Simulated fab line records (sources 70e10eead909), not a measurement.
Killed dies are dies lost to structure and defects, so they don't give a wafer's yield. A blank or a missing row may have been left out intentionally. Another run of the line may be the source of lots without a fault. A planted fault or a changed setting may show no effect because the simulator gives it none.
2 desks looking at one fault + flow nandHarc + each desk holds nothing but its own numbers, with what lay behind them at the end

## THE DEFECT DESK
Lot by lot, what the route's inspections counted, given as the mean of those sampled wafers with a number. Any lot whose mean is over 4 standard deviations away from the usual mean is out of limits and marked OUT; that distance is given in the brackets.
Columns: A = rawDefectCount at NHARC_A_ZERO_WELL_INSPECT_17, usual 13
| lot  | first seen here | A             |
|------|-----------------|---------------|
| L352 | day 7 16:07     | 17            |
| L353 | day 8 04:38     | 5             |
| L354 | day 8 10:28     | 14            |
| L355 | day 9 02:09     | 15            |
| L357 | day 9 17:55     | 21            |
| L358 | day 10 06:05    | 6             |
| L359 | day 10 16:59    | 18            |
| L361 | day 11 09:28    | 5             |
| L367 | day 13 17:16    | 468 (+66) OUT |
| L369 | day 14 16:29    | 14            |
| L371 | day 16 01:01    | 13            |
| L372 | day 16 03:58    | 15            |
| L373 | day 16 10:37    | 6             |
This desk's finding: out of limits on L367; first on L367, day 13 17:16 (rawDefectCount at NHARC_A_ZERO_WELL_INSPECT_17). Within limits: L352, L353, L354, L355, L357, L358, L359, L361, L369, L371, L372, L373.

## THE METROLOGY DESK
Lot by lot, what the gauges showed, no matter which tool ran the lot: averages of those sampled wafers that carry a number. Any lot whose mean is over 4 standard deviations away from the usual mean is out of limits and marked OUT; that distance is given in the brackets.
Columns: A = cdNm at NHARC_P_BONDPAD_CD_MEAS_13, usual 500.2 nm
| lot  | first seen here | A     |
|------|-----------------|-------|
| L352 | day 7 11:02     | 500.3 |
| L353 | day 7 23:43     | 499.8 |
| L354 | day 8 04:59     | 501.0 |
| L355 | day 8 21:12     | 500.4 |
| L357 | day 9 12:59     | 500.3 |
| L358 | day 10 01:02    | 499.1 |
| L359 | day 10 11:49    | 499.9 |
| L361 | day 11 04:13    | 501.6 |
| L367 | day 13 12:23    | 499.2 |
| L369 | day 14 11:25    | 498.1 |
| L371 | day 15 19:31    | 500.2 |
| L372 | day 15 22:53    | 499.1 |
| L373 | day 16 05:36    | 500.3 |
This desk found nothing out of limits on any of the 13 lots.

## ALL TOGETHER
The defect desk could have raised an alarm at day 13 17:16, on L367.
Nothing out of limits was seen by the metrology desk.
The metrology desk has L367 on record, within its limits.
On wetBench-09, each named lot ran NHARC_A_ZERO_WELL_STRIP_14.

## WHAT THE SIMULATOR HAD INSERTED
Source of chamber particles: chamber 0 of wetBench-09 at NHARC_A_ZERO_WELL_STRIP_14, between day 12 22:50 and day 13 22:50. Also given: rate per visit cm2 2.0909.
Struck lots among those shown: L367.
Hours from the fault's start to each desk's first reading out of limits: the defect desk, 18.
